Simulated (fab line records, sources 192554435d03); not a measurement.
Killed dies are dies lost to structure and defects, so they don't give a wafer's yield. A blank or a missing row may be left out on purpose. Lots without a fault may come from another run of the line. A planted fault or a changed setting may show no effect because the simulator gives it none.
fab line records | flow n5_finfet
record lots=7 wafers=18 last_day=16
route steps=1938 shown BEOL_M0_SAQP@634 BEOL_M4@1111 PASSIVATION@1936
lots that met no fault: from a run of the same line without faults
start_h: hours from the record's first day to the start of the lot's first wafer shown | wait_h: hours since the lot's step before | " the same as in the row above | L1.1+2: a row that stands for several wafers | - no value, or no start given | * or withheld: withheld | < > ~ a bound
route shown NAME@n: a module of which the file shows steps, and the number in the route of the first | usual: mean/standard deviation of fault-free wafers | same: alike in all rows | chamber/n: place in a boat | sites: the reading at each site | _std_site: their standard deviation | _edge_site: outer sites' mean less inner sites' | radius_mm: how far each site lies from the wafer's centre | mask NAME#n: copy n | behind: the tool/chamber that last shaped the wafer | hold: why the lot was held/for how many hours/how that ended | device: the transistor (n, p or np) that didn't switch | end of line: the same wafers' tests at the end of the route | a step without rows: its recipe alone | killed: dies lost to structure and defects at the first sort, not the wafer's yield | map: a wafer's dies, x killed, . not, _ none there
set.NAME: the setting as run; set.NAME@STEP: as run at that earlier step | model.NAME: the simulator's own value behind a step, which no gauge read
steps of the route over a sample of lots; a table a step, a row a wafer
services: from which hour (start_h, from the record's first day; less than 0 if before it) a tool's chamber was out of use, for how many hours, and why
## steps
# step N5_BEOL_M0_SAQP_HM_DEP_02
# recipe material=TiN target_thk_a=120 temp_c=25 chamber_pressure_pa=0.49996
# usual throttle_valve_pct=30.2/0.67
# columns lot.wafer tool chamber start_h wait_h throttle_valve_pct
L813.2 pvd_sputter-01 - 106.92 0.4 30.1
L813.3 " - " " 30.3
L813.4 " - " " 29.9
L814.3 pvd_sputter-01 - 110.28 0.0 29.8
L814.5 " - " " 30.3
L817.3 pvd_sputter-03 - 132.66 1.7 31.6
L817.5 " - " " 30.2
L817.6 " - " " 31.7
L820.1 pvd_sputter-03 - 153.81 1.9 30.2
L820.2 " - " " 31.8
L820.3 " - " " 29.4
L823.3 pvd_sputter-01 - 169.02 0.3 29.7
L823.6 " - " " 29.7
L825.1 pvd_sputter-03 - 181.39 1.9 29.6
L825.3 " - " " 29.5
L825.4 " - " " 31.5
L829.1 pvd_sputter-02 - 201.34 0.0 30.2
L829.3 " - " " 30.0
# step N5_BEOL_M0_SAQP_HM_DEP_111
# recipe material=SiO2 target_thk_a=120 temp_c=400 precursor=SiH4/N2O pressure_torr=0.75 rf_w=275 time_s=7.2
# usual heater_power_outer_w=462/50 heater_power_w=783/70 showerhead_plenum_p_Torr=8.13/0.12
# columns lot.wafer tool chamber start_h wait_h heater_power_outer_w heater_power_w showerhead_plenum_p_Torr
L813.2 pecvd-03 1 107.29 0.0 454 786 8.34
L813.3 " 2 " " 446 776 8.14
L813.4 " 1 " " 441 770 8.34
L814.3 pecvd-04 2 110.65 0.0 473 835 8.12
L814.5 " 0 " " 354 680 7.98
L817.3 pecvd-04 0 133.03 0.0 402 745 7.97
L817.5 " 1 " " 463 748 8.24
L817.6 " 2 " " 502 881 8.10
L820.1 pecvd-03 0 154.18 0.0 495 761 8.05
L820.2 " 1 " " 475 820 8.34
L820.3 " 2 " " 481 832 8.16
L823.3 pecvd-03 2 169.39 0.0 524 861 8.16
L823.6 " 2 " " 512 887 8.16
L825.1 pecvd-04 2 181.85 0.0 450 829 8.13
L825.3 " 0 " " 385 708 7.99
L825.4 " 1 " " 463 717 8.26
L829.1 pecvd-01 0 201.71 0.0 442 748 8.12
L829.3 " 1 " " 434 634 8.05
# step N5_BEOL_M0_SAQP_ETCH_84
# recipe chemistry=N2/H2 target=SOC target_depth_a=1000 overetch_a=200 mask_material=SiARC temp_c=40 time_s=150 ion_energy_ev=200 pressure_mtorr=30 source_w=840 bias_w=150 n2_flow_sccm=200 h2_flow_sccm=200
# usual bias_w=150.0/0.47 drypump_motor_current_A=5.8/0.46 h2_flow_sccm=200.1/0.6 oes_product_au=0.67/0.054 rf_vpp_V=523.6/2.6 run_length_s=173.4/0.4 showerhead_plenum_p_Torr=2.53/0.083 throttle_valve_pct=17.85/0.16
# columns lot.wafer tool chamber start_h wait_h bias_w drypump_motor_current_A h2_flow_sccm oes_product_au rf_hours_counter_h rf_vpp_V run_length_s showerhead_plenum_p_Torr throttle_valve_pct
L813.2 rie_diel-01 2 107.78 0.0 149.4 6.0 200.3 0.67 162 527.4 173.9 2.64 17.89
L813.3 " 0 " " 150.3 6.0 199.8 0.71 126 522.7 172.9 2.44 17.88
L813.4 " 1 " " 150.1 6.5 199.7 0.84 18 525.6 173.2 2.61 17.77
L814.3 rie_diel-01 1 111.40 0.0 150.4 6.5 201.5 0.84 20 526.2 173.0 2.61 17.76
L814.5 " 2 " " 149.6 6.0 200.7 0.67 - 526.3 174.0 2.64 17.90
L817.3 rie_diel-01 3 133.65 0.0 149.9 5.0 200.4 0.64 181 520.8 173.0 2.43 17.98
L817.5 " 2 " " 150.4 6.0 200.8 0.66 - 526.5 174.2 2.63 17.92
L817.6 " 1 " " 150.8 6.5 199.5 0.82 - 524.3 173.1 2.60 17.78
L820.1 rie_diel-02 3 154.80 0.0 150.5 5.9 199.9 0.64 190 520.6 173.1 2.44 18.00
L820.2 " 0 " " 150.4 5.7 200.0 0.66 154 524.6 173.9 2.53 17.67
L820.3 " 1 " " 149.5 6.2 200.1 0.65 185 528.0 173.5 2.60 17.62
L823.3 rie_diel-01 1 169.90 0.0 150.0 6.5 198.9 0.80 38 525.6 173.1 2.60 17.81
L823.6 " 0 " " 149.8 6.1 200.3 0.70 - 518.8 173.0 2.43 17.93
L825.1 rie_diel-02 0 182.34 0.0 150.5 5.7 200.0 0.66 165 522.9 173.6 2.53 17.70
L825.3 " 3 " " 150.0 5.9 199.2 0.63 200 519.8 173.1 2.43 18.01
L825.4 " 2 " " 150.1 4.9 199.6 0.66 188 522.7 172.8 2.52 17.79
L829.1 rie_diel-02 1 202.20 0.0 - 6.2 200.8 0.72 196 526.6 106.9 2.60 17.65
L829.3 " 2 " " 150.1 5.0 200.2 0.65 193 523.4 173.6 2.52 17.78
# step N5_BEOL_M0_SAQP_HM_OPEN_112
# recipe chemistry=CHF3/O2 target=SiO2 stop_on=a-Si target_depth_a=120 over_etch_frac=1.25 mask_material=SOC time_s=13.5 pressure_mtorr=30 source_w=650 bias_w=170 Ar_flow_sccm=200 CHF3_flow_sccm=50 O2_flow_sccm=5 ion_energy_ev=200 ends=end_point
# usual bias_w=170.1/0.55 drypump_motor_current_A=5.8/0.45 oes_ar_750_au=0.75/0.054 oes_product_au=0.49/0.039 rf_vpp_V=526/8.4 showerhead_plenum_p_Torr=2.40/0.082 throttle_valve_pct=18.85/0.15
# columns lot.wafer tool chamber start_h wait_h bias_w drypump_motor_current_A oes_ar_750_au oes_product_au rf_hours_counter_h rf_vpp_V showerhead_plenum_p_Torr throttle_valve_pct
L813.2 rie_diel-01 2 107.89 0.0 169.6 6.0 0.75 0.48 162 544 2.51 19.00
L813.3 " 0 " " 169.6 6.0 0.80 0.51 126 522 2.32 18.98
L813.4 " 1 " " 170.1 6.5 0.90 0.61 18 522 2.44 18.59
L814.3 rie_diel-01 1 111.51 0.0 169.5 6.5 0.91 0.61 20 522 2.44 18.55
L814.5 " 2 " " 170.0 5.9 0.75 0.49 - 543 2.51 19.01
L817.3 rie_diel-01 3 133.75 0.0 170.3 5.0 0.72 0.47 181 525 2.31 18.85
L817.5 " 2 " " 170.7 6.0 0.74 0.48 - 544 2.50 19.04
L817.6 " 1 " " 169.3 6.5 0.89 0.60 - 522 2.44 18.59
L820.1 rie_diel-02 3 154.91 0.0 169.1 5.9 0.71 0.47 190 522 2.29 18.86
L820.2 " 0 " " 170.0 5.7 0.74 0.48 154 522 2.41 18.71
L820.3 " 1 " " 170.8 6.2 0.74 0.47 185 524 2.50 18.87
L823.3 rie_diel-01 1 170.01 0.0 170.2 6.5 0.87 0.58 38 522 2.44 18.59
L823.6 " 0 " " 170.5 6.1 0.78 0.51 - 521 2.31 19.00
L825.1 rie_diel-02 1 182.45 0.0 170.2 6.1 0.74 0.47 190 524 2.49 18.86
L825.3 " 3 " " 170.1 5.9 0.70 0.46 200 523 2.29 18.86
L825.4 " 1 " " 170.0 6.1 0.74 0.48 - 525 2.49 18.88
L829.1 rie_diel-02 1 202.31 0.0 170.5 6.2 0.73 0.27 196 524 2.49 18.83
L829.3 " 2 " " 170.1 5.0 0.73 0.48 193 525 2.38 18.70
# step N5_BEOL_M0_SAQP_MANDREL_ETCH_20
# recipe target_depth_a=600 chemistry=HBr/Cl2 target=a-Si stop_on=SiNx bt_time_s=10 mask_material=SOC over_etch_frac=0.5 time_s=30 pressure_mtorr=10 icp_w=800 bias_w=75 HBr_flow_sccm=150 Cl2_flow_sccm=80 ends=end_point
# usual bias_w=74.98/0.23 drypump_motor_current_A=5.9/0.52 oes_product_au=0.784/0.0098 throttle_valve_pct=35.2/0.42
# columns lot.wafer tool chamber start_h wait_h bias_w drypump_motor_current_A oes_product_au rf_hours_counter_h throttle_valve_pct
L813.2 rie_si-05 0 107.97 0.0 74.95 6.7 0.793 14 34.8
L813.3 " 3 " " 74.73 5.5 0.774 113 35.8
L813.4 " 2 " " 75.03 6.8 0.785 169 35.2
L814.3 rie_si-01 0 111.59 0.0 75.19 5.7 0.775 123 35.6
L814.5 " 3 " " 74.54 6.5 0.785 - 35.0
L817.3 rie_si-05 2 133.84 0.0 75.16 6.8 0.778 170 35.2
L817.5 " 1 " " 75.24 5.6 0.779 - 34.9
L817.6 " 0 " " 75.05 6.7 0.802 - 34.8
L820.1 rie_si-06 1 154.99 0.0 74.85 4.9 0.784 173 35.6
L820.2 " 3 " " 75.12 5.5 0.789 66 35.5
L820.3 " 2 " " 74.96 5.9 0.781 148 35.7
L823.3 rie_si-06 0 170.09 0.0 75.01 5.7 0.785 162 35.4
L823.6 " 1 " " 75.42 4.9 0.780 - 35.6
L825.1 rie_si-01 3 182.53 0.0 75.01 6.6 0.774 162 35.0
L825.3 " 0 " " 75.33 5.6 0.802 125 35.6
L825.4 " 3 " " 75.26 6.5 0.781 - 35.0
L829.1 rie_si-01 2 202.39 0.0 75.27 5.5 0.330 70 35.3
L829.3 " 1 " " 74.97 5.8 0.779 0 35.3
# step N5_BEOL_M0_SAQP_RECESS_114
# recipe chemistry=HF/NH3 target=SiO2 target_depth_a=144 afs_cycles=3 temp_c=30 sublimation_temp_c=180 sublimation_time_s=60
# usual drypump_motor_current_A=5.45/0.2
# columns lot.wafer tool chamber start_h wait_h drypump_motor_current_A
L813.2 vapor_etch-02 1 108.33 0.1 5.38
L813.3 " 1 " " 5.38
L813.4 " 1 " " 5.39
L814.3 vapor_etch-01 0 112.06 0.1 5.25
L814.5 " 0 " " 5.25
L817.3 vapor_etch-01 0 134.20 0.1 5.24
L817.5 " 1 " " 5.48
L817.6 " 0 " " 5.23
L820.1 vapor_etch-01 0 155.26 0.0 5.24
L820.2 " 1 " " 5.46
L820.3 " 0 " " 5.26
L823.3 vapor_etch-02 1 170.56 0.3 5.36
L823.6 " 1 " " 5.39
L825.1 vapor_etch-01 1 182.76 0.0 5.47
L825.3 " 1 " " 5.49
L825.4 " 1 " " 5.52
L829.1 vapor_etch-02 1 202.98 0.4 5.38
L829.3 " 1 " " 5.37
# step N5_BEOL_M0_SAQP_CD_MEAS_25
# recipe target_cd_nm=13.1 landing_energy_ev=1000 detector=se_inlens
# usual cd_nm=12.79/0.23
# columns lot.wafer tool chamber start_h wait_h cd_nm
L813.2 cd_sem-01 0 109.63 0.1 12.56
L813.3 " 0 " " 12.91
L813.4 " 0 " " 12.74
L814.3 cd_sem-02 0 113.07 0.1 12.53
L814.5 " 0 " " 12.89
L817.3 cd_sem-01 0 135.13 0.1 12.43
L817.5 " 0 " " 12.74
L817.6 " 0 " " 12.86
L820.1 cd_sem-02 0 156.31 0.1 13.10
L820.2 " 0 " " 13.16
L820.3 " 0 " " 12.56
L823.3 cd_sem-03 0 172.23 0.1 12.78
L823.6 " 0 " " 12.98
L825.1 cd_sem-03 0 184.18 0.1 12.84
L825.3 " 0 " " 12.62
L825.4 " 0 " " 13.24
L829.1 cd_sem-02 0 204.40 0.1 -
L829.3 " 0 " " 12.66
# step N5_BEOL_M0_SAQP_CD_MEAS_29
# recipe target_cd_nm=14.4 landing_energy_ev=1000 detector=se_inlens
# usual cd_nm=15.02/0.25
# columns lot.wafer tool chamber start_h wait_h cd_nm
L813.2 cd_sem-01 0 112.29 0.1 15.11
L813.3 " 0 " " 14.95
L813.4 " 0 " " 14.97
L814.3 cd_sem-01 0 117.09 0.1 14.45
L814.5 " 0 " " 15.25
L817.3 cd_sem-03 0 137.71 0.1 15.21
L817.5 " 0 " " 15.20
L817.6 " 0 " " 15.50
L820.1 cd_sem-01 0 158.44 0.1 15.15
L820.2 " 0 " " 15.24
L820.3 " 0 " " 14.89
L823.3 cd_sem-03 0 174.44 0.1 15.09
L823.6 " 0 " " 14.76
L825.1 cd_sem-01 0 187.37 0.1 14.98
L825.3 " 0 " " 14.99
L825.4 " 0 " " 15.12
L829.1 cd_sem-01 0 207.65 0.1 -
L829.3 " 0 " " 15.30
# step N5_BEOL_M4_RC_MEAS_101
# usual DIBL_N=36.0/1.6 DIBL_P=36.1/2 IOFF_N=0.160/0.029 IOFF_P=0.21/0.039 ION_N=675/13 ION_P=464/8.8 SS_N=71.5/0.58 SS_P=73.3/0.65 VT_N=250/3.3 VT_P=-249/3.6
# columns lot.wafer tool chamber start_h wait_h DIBL_N[mV/V] DIBL_P[mV/V] IOFF_N[nA/um] IOFF_P[nA/um] ION_N[uA/um] ION_P[uA/um] SS_N[mV/dec] SS_P[mV/dec] VT_N[mV] VT_P[mV]
L813.2 prober-02 0 164.07 0.2 37.4 36.9 0.164 0.21 676 456 72.0 73.4 247 -252
L813.3 " 0 " " 35.6 34.9 0.128 0.19 659 454 71.5 73.0 251 -253
L813.4 " 0 " " 36.4 33.6 0.141 0.17 662 449 71.6 72.7 254 -255
L814.3 prober-01 0 169.61 0.3 37.5 36.4 0.174 0.24 666 460 71.8 74.0 251 -248
L814.5 " 0 " " 36.0 34.5 0.149 0.21 667 460 71.1 72.7 251 -250
L817.3 prober-02 0 191.35 0.3 33.7 35.3 0.146 0.19 678 463 71.2 73.1 250 -252
L817.5 " 0 " " 32.2 33.5 0.118 0.17 675 466 70.8 72.7 253 -250
L817.6 " 0 " " 35.7 37.8 0.175 0.23 678 463 70.7 73.7 247 -249
L820.1 prober-02 0 209.07 0.0 38.5 37.3 0.190 0.25 671 466 72.3 74.0 248 -244
L820.2 " 0 " " 37.1 36.6 0.154 0.24 660 461 72.0 73.3 250 -245
L820.3 " 0 " " 36.1 35.6 0.140 0.23 665 467 71.3 73.6 250 -242
L823.3 prober-02 0 234.71 0.3 36.3 36.7 0.166 0.23 679 463 72.5 72.7 248 -246
L823.6 " 0 " " 37.7 38.8 0.180 0.26 672 458 72.1 73.5 248 -247
L825.1 prober-02 0 238.06 0.0 35.3 34.1 0.138 0.19 681 470 70.5 73.3 251 -252
L825.3 " 0 " " 35.9 35.1 0.154 0.20 678 472 70.8 72.9 250 -251
L825.4 " 0 " " 36.4 35.6 0.165 0.21 694 474 72.1 73.4 247 -250
L829.3 prober-02 0 268.20 0.3 35.9 36.8 0.171 0.23 682 470 71.7 73.5 246 -249
# step N5_PASSIVATION_PROBE_49
# usual defect_limited_yield=91.0/1.3 killed_at_M0_to_M3=36/9.5 killed_at_M4_up=14/5.6 killed_at_contacts=12/6.4 killed_at_front_end=40/10 killed_at_other=3.2/3 killed_dies=107/15 killed_on_rim=15/4.5 killed_open=69/12 killed_short=35/7.7 sort_bin_5_function=5.3/0.91 sort_bin_6_memory=3.3/0.65 sort_n_pass=1073/15 sort_yield_pct=91.0/1.3
# same gross_dies=1180 killed_at_back_side=0 sort_bin_4_leakage[%]=0 sort_bin_8_speed[%]=0
# columns lot.wafer tool chamber start_h wait_h defect_limited_yield[%] killed_at_M0_to_M3 killed_at_M4_up killed_at_contacts killed_at_front_end killed_at_other killed_dies killed_on_rim killed_open killed_short sort_bin_5_function[%] sort_bin_6_memory[%] sort_n_pass sort_yield_pct[%]
L829.1 prober-01 - 381.91 0.0 0 1117 15 15 30 3 1180 152 57 36 96.3 3.1 0 0
L829.3 prober-01 - 382.01 0.1 90.1 54 12 21 25 5 117 13 87 28 5.6 4.2 1063 90.1
# killed by level:class
L829.1 BEOL_M0_SAQP:area_etch=1085 MOL_CONTACT_COAG:geometric_particle:open=10 FIN_SAQP:geometric_particle:open=8 BEOL_M3:geometric_particle:open=8 BEOL_M0_SAQP:geometric_particle:open=6 FIN_SAQP:geometric_particle:short=5 SPACER0:geometric_particle:short=5 MOL_CONTACT_COAG:geometric_particle:short=5
L829.3 MOL_CONTACT_COAG:geometric_particle:open=20 BEOL_M1:geometric_particle:open=13 BEOL_M0_SAQP:geometric_particle:open=12 BEOL_M2:geometric_particle:open=10 BEOL_M0_SAQP:geometric_particle:short=9 BEOL_M5:geometric_particle:open=4 FIN_SAQP:geometric_particle:open=3 DUMMY_GATE:geometric_particle:open=3
## services
# columns tool chamber start_h hours kind
vapor_etch-02 - 84.35 0.6 repair
pecvd-03 1 88.26 5.5 scheduled_down
rie_diel-02 1 92.88 3.0 repair
vapor_etch-01 - 108.14 0.2 repair
rie_si-06 0 108.51 9.8 repair
rie_diel-02 1 113.71 14.4 repair
pecvd-01 - 114.27 1.3 repair
rie_si-05 0 115.69 2.7 repair
pecvd-03 1 118.82 2.1 scheduled_down
rie_si-01 0 141.74 4.9 repair
pvd_sputter-03 - 149.66 0.9 repair
rie_si-05 - 162.84 0.4 repair
rie_diel-02 1 163.00 10.2 repair
rie_si-01 1 163.43 - clean
rie_si-01 1 163.43 33.8 scheduled_down
rie_si-01 1 163.43 33.8 vent_cycle
vapor_etch-01 0 175.07 55.8 repair
rie_si-05 1 179.64 - clean
rie_diel-01 0 181.02 4.1 repair
pecvd-03 1 181.93 7.5 repair
pecvd-04 2 202.40 - clean
pecvd-04 2 202.40 - consumable_replace:showerhead
pecvd-04 2 202.40 29.0 scheduled_down
pecvd-04 2 202.40 29.0 vent_cycle
## key
first_sign step=N5_BEOL_M0_SAQP_ETCH_84 reading=run_length_s direction=down sigmas=99+ usual=* struck=*
effect step=N5_BEOL_M0_SAQP_HM_OPEN_112 reading=oes_product_au direction=down sigmas=5.6 usual=0.49 struck=0.27
effect step=N5_BEOL_M0_SAQP_MANDREL_ETCH_20 reading=oes_product_au direction=down sigmas=46 usual=0.784 struck=0.330
effect step=N5_BEOL_M0_SAQP_CD_MEAS_25 reading=cd_nm direction=missing
effect step=N5_BEOL_M0_SAQP_CD_MEAS_29 reading=cd_nm direction=missing
effect step=N5_PASSIVATION_PROBE_49 reading=killed_at_M0_to_M3 direction=up sigmas=99+ usual=36 struck=1117
more_kills_born_at N5_BEOL_M0_SAQP_ETCH_84@rie_diel-02=1085
met_at N5_BEOL_M0_SAQP_ETCH_84
struck_lots L829
struck_wafers L829.1
later_rows_left_out L829.1
not_acting_at N5_BEOL_M0_SAQP_HM_DEP_02,N5_BEOL_M0_SAQP_HM_DEP_111,N5_BEOL_M0_SAQP_RECESS_114
onset_between 182.34 202.20
fault kind=process_parameter_drift tool=rie_diel-02 chamber=- onset_h=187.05 steps=N5_BEOL_M0_SAQP_ETCH_84 channel=time_s offset=* shape=step end_h=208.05 scope=struck_wafers_only acts_in=* stated=*
# later_rows_left_out: the simulator's readings of these wafers behind a module that went badly wrong aren't trusted and aren't shown, but for the sort
